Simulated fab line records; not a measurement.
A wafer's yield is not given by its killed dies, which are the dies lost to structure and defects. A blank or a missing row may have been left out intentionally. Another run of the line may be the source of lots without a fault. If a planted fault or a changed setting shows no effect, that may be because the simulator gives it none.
A lot that was struck, set against a sound lot + flow n5 finfet + 15 steps out of a route of 1938
Sound: these wafers, L210.1, L210.5, L210.6. Struck: wafer L222.3; the same lot's L222.5 was not struck, so it is left out; see the end for the cause.
At each step with rows: each side's tool, then ch and its chambers, then its first start. Under that, the readings that differ: sound wafers + struck wafers + difference of the means + sigmas: that difference in standard deviations of wafers without a fault.
alike: readings whose means differ by less than 2 such deviations, and words and numbers that are the same on both sides. not compared: withheld readings, readings that some wafer has no value for, bounds like >300 that may hide the same value, and numbers for which the record gives no deviation and whose values overlap.
A row with sigmas, a row that says differs or no value, or rows on one side alone: a step with any of these is where the two part. When numbers do not overlap yet have no deviation, they are printed without sigmas and do not part them. A reading that every wafer of one side lacks parts them only if that side has two wafers or more.

N5_FIN_CUT_PRECLEAN_35: cleans in vHF, time 13.3 s.
  sound on vapor etch-01 ch 0,1, day 3 15:15; struck on vapor etch-01 ch 1, day 6 16:03
  alike: drypump motor current A
N5_FIN_CUT_CUT_ETCH_15: etches Si in HBr/Cl2/O2, target depth 100 nm, bt time 10 s, time 42.4 s.
  sound on rie si-04 ch 1,2, day 3 15:20; struck on rie si-03 ch 2, day 6 16:07
  alike: drypump motor current A, oes product au, throttle valve pct
  not compared: rf hours counter h
N5_FIN_CUT_CUT_ETCH_28: etches Si in HBr/Cl2/O2, target depth 6 nm, time 2.4 s.
  sound on rie si-04 ch 1,2, day 3 15:23; struck on rie si-03 ch 2, day 6 16:10
  alike: drypump motor current A, oes product au, throttle valve pct
  not compared: rf hours counter h
then, 4 steps without rows for these wafers: N5_FIN_CUT_STRIP_22 (strips in N2/H2); N5_FIN_CUT_PRECLEAN_36 (cleans in O3/DIW, time 60 s); N5_FIN_CUT_SRD_32 (time 30 s); N5_FIN_CUT_UV_OZONE_34 (time 120 s).
N5_FIN_CUT_INSPECT_17: inspects for defects (brightfield).
  sound: defect inspect-02 at day 3 15:37; struck: defect inspect-01 at day 6 16:31
  alike: raw defect count
N5_STI_FIN_REVEAL_ALD_00: deposits SiO2, target thk 1 nm, pulse time 1 s.
  sound on ald sin-03 ch 1,2, day 3 15:39; struck on ald sin-03 ch 1, day 6 16:34
  alike: heater power w, precursor pulse height rel
N5_STI_FIN_REVEAL_ALD_14: deposits Si3N4, target thk 3 nm.
  sound on ald sin-03 ch 1,2, day 3 15:42; struck on ald sin-03 ch 1, day 6 16:37
  alike: heater power w
then, 2 steps without rows for these wafers: N5_STI_FIN_REVEAL_FCVD_FILL_01 (material SiO2 flowable, target thk 312 nm, time 512.2 s); N5_STI_FIN_REVEAL_DENSIFY_02 (time 1800 s).
N5_STI_FIN_REVEAL_CMP_04: polishes, stops on Si3N4, t overpolish 4 s, target thk 131.83 nm.
  sound on cmp-02 ch 0,1,3, day 3 20:51; struck on cmp-02 ch 2, day 6 21:46
| reading                | sound             | struck | difference | sigmas |
|------------------------|-------------------|--------|------------|--------|
| overpolish run s (s)   | 4.011 4.012 3.989 | 3.983  | -0.021     | -2     |
| time to endpoint s (s) | 101 100 108       | 228    | +125       | +25    |
  alike: motor current A, retaining ring pressure frac
N5_STI_FIN_REVEAL_THK_MEAS_05:
  sound: film metro-02 at day 3 21:02; struck: film metro-01 at day 6 21:56
| reading     | sound             | struck | difference | sigmas |
|-------------|-------------------|--------|------------|--------|
| thk nm (nm) | 130.8 129.8 131.2 | 134.0  | +3.4       | +4     |
-- record jumps: 7 days separate the struck wafers' starts on either side; left off in module STI_FIN_REVEAL, taken up again in module BEOL_M4, whose first shown step is the route's number 1111 --
N5_BEOL_M4_RC_MEAS_101:
  sound on prober-02 ch 0, day 9 06:16; struck on prober-02 ch 0, day 13 19:52
  alike: DIBL_N, DIBL_P, IOFF_N, IOFF_P, ION_N, ION_P, SS_N, SS_P, VT_N, VT_P

== WHERE THEY PART ==
Last at N5_STI_FIN_REVEAL_THK_MEAS_05 as far as this record goes, first at N5_STI_FIN_REVEAL_CMP_04. Later steps at which nothing parts them and some readings are alike: N5_BEOL_M4_RC_MEAS_101.

WHY: what the simulator had put in
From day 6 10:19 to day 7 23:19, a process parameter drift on cmp-02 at N5_STI_FIN_REVEAL_CMP_04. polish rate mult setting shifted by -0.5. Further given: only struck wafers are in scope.
